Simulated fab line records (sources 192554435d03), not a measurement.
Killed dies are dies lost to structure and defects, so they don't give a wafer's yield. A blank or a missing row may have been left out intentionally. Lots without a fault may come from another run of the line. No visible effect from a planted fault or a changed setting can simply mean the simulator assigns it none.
Chamber matching    flow n5Finfet    3 sister chambers for N5_BEOL_M0_PRE_CLEAN_131 on cvdCo-01
The step time 15 s. 3 wafers are shown with their chamber, then 8 later ones without.

== WAFERS, EACH WITH ITS CHAMBER ==
wafer   chamber  heaterPowerW (W)
L713.5  1        88
L717.4  0        93
L718.2  2        90

== WAFERS WITHOUT THEIR CHAMBER ==
wafer   heaterPowerW (W)
L718.3  90
L719.2  93
L719.3  90
L721.1  94
L721.4  88
L721.6  86
L722.4  93
L722.6  88

== THE CHAMBER EACH PASSED THROUGH ==
wafer    from the rows above   in truth
L718.3   2                     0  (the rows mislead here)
L719.2   0                     0
L719.3   2                     2
L721.1   0                     0
L721.4   1                     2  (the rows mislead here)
L721.6   1                     1
L722.4   0                     0
L722.6   1                     1
6 of 8 placed correctly. Number that these rows cannot place: 0. Placed wrongly: 2.
How it was worked out, from the rows above alone: a wafer's distance from a chamber is the root of the sum, over the readings, of the square of ((its reading less the chamber's mean) divided by the reading's scatter). The wafer belongs to the nearest chamber; if the next one is less than 2 further off, it can't be placed. For every chamber, the mean is computed from those of its wafers that are shown. The scatter: root of mean squared gap, hidden wafer to nearest shown wafer, with one shown wafer a chamber.
